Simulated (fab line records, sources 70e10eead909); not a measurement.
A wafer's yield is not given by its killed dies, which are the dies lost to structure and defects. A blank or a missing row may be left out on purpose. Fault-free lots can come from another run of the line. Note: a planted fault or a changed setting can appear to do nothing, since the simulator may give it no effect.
Problem report in the 8D (eight disciplines) form, filled by code :: flow nand-harc :: the parts of the form that need people (team, actions taken, sign-off) are left out

1. WHAT WENT WRONG
killed-at-array at NHARC_END_SORT_01 reads a mean of 174 on 1 wafer of 1 lot; wafers without a fault read 61 with a standard deviation of 26. Relative to the usual mean, that is a shift of +4.3 standard deviations.
Seen first at day 31 17:04 on prober-02, wafer L937.6. The record holds 1 wafer of 1 lot with a number at this step. Rule for "out" (also "out of limits"): further than 4 standard deviations from the usual mean. The other wafers with a number count as sound.

2. WHAT IT IS AND WHAT IT IS NOT
question: which readings at this step
is: killed-at-array, killed-dies
is not: killed-at-other, killed-at-periphery, killed-open, killed-short

question: which lots
is: L937
is not: -

question: which wafers of those lots
is: all that have a number
is not: -

question: read on which gauges
is: prober-02
is not: -

question: when
is: from day 31 17:04
is not: up to then (0 sound wafers)

3. THE SUSPECTS, EACH WITH WHAT RULES IT OUT
Counting: any tool at a process step up to the reading is kept as a suspect provided that every lot that is out went through it and no sound lot did after the first of them.
- the gauge at NHARC_END_SORT_01: kept. All the wafers that are out were read on prober-02, and no step on other tools shows them out.
- rie-si-04 at NHARC_A_CHANNEL_FILL_D1_ETCHBACK_19 (etches the open film in HBr/Cl2, target depth 5 nm, time 1.7 s): kept. It ran the lot that is out, L937 (day 15 21:00), and no sound lot after that.
- rie-si-02 at NHARC_A_DECK1_JOINT_ETCHBACK_07 (etches the open film in HBr, target depth 105 nm, time 26.9 s): kept. It ran the lot that is out, L937 (day 17 00:58), and no sound lot after that.
- rie-si-05 at NHARC_A_DECK1_JOINT_ETCHBACK_00 (etches the open film in HBr, target depth 30 nm, time 17.4 s): kept. It ran the lot that is out, L937 (day 17 11:41), and no sound lot after that.
- pecvd-04 at NHARC_A_DECK1_JOINT_DEP_16 (deposits SiO2, target thk 45 nm): kept. It ran the lot that is out, L937 (day 18 10:24), and no sound lot after that.
- pecvd-onon-04 at NHARC_A_ONON_D2_DEP_00 (target thk 1000 nm): kept. It ran the lot that is out, L937 (day 19 07:54), and no sound lot after that.
Left after counting: rie-si-04 at NHARC_A_CHANNEL_FILL_D1_ETCHBACK_19, rie-si-02 at NHARC_A_DECK1_JOINT_ETCHBACK_07, rie-si-05 at NHARC_A_DECK1_JOINT_ETCHBACK_00, pecvd-04 at NHARC_A_DECK1_JOINT_DEP_16, pecvd-onon-04 at NHARC_A_ONON_D2_DEP_00, prober-02 at NHARC_END_SORT_01.

4. THE CAUSE (what the simulator had put in)
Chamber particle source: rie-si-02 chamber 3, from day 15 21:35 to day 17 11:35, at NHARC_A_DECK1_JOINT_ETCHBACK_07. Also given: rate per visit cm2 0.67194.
This tool is one of the 6 suspects left after counting.

5. THE CHAIN OF EFFECTS, in route order
Rows list readings where the struck wafers' mean (over those with a number) sits beyond 3 standard deviations from the usual. Readings are gone through only where the record gives a usual standard deviation; hours: the median, over the lots, of the time from a lot's start at the first step in this table giving one to that lot's start at this step; sigmas: the change measured in usual standard deviations.
hours: 0
step: NHARC_END_SORT_01
reading: killed-at-array
usual: 61
on struck wafers: 174
change: +113
sigmas: +4.3

hours: 0
step: NHARC_END_SORT_01
reading: killed-dies
usual: 66
on struck wafers: 177
change: +111
sigmas: +4.3

6. HOW IT WOULD HAVE BEEN CAUGHT EARLIER
379 hours passed between the start of the fault at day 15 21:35 and the first reading out of limits at a measuring or inspecting step in this record, taken at day 31 17:04.
Tool readings at NHARC_A_DECK1_JOINT_ETCHBACK_07 with a usual standard deviation given in the record: none out on any struck wafer, hence no alarm at a limit of 4 standard deviations on them.
The start of NHARC_A_DECK1_JOINT_ETCHBACK_07 on rie-si-02 came by day 31 17:04 for every one of the lots that are out (1). Holding the tool at that point would not have protected any of them.
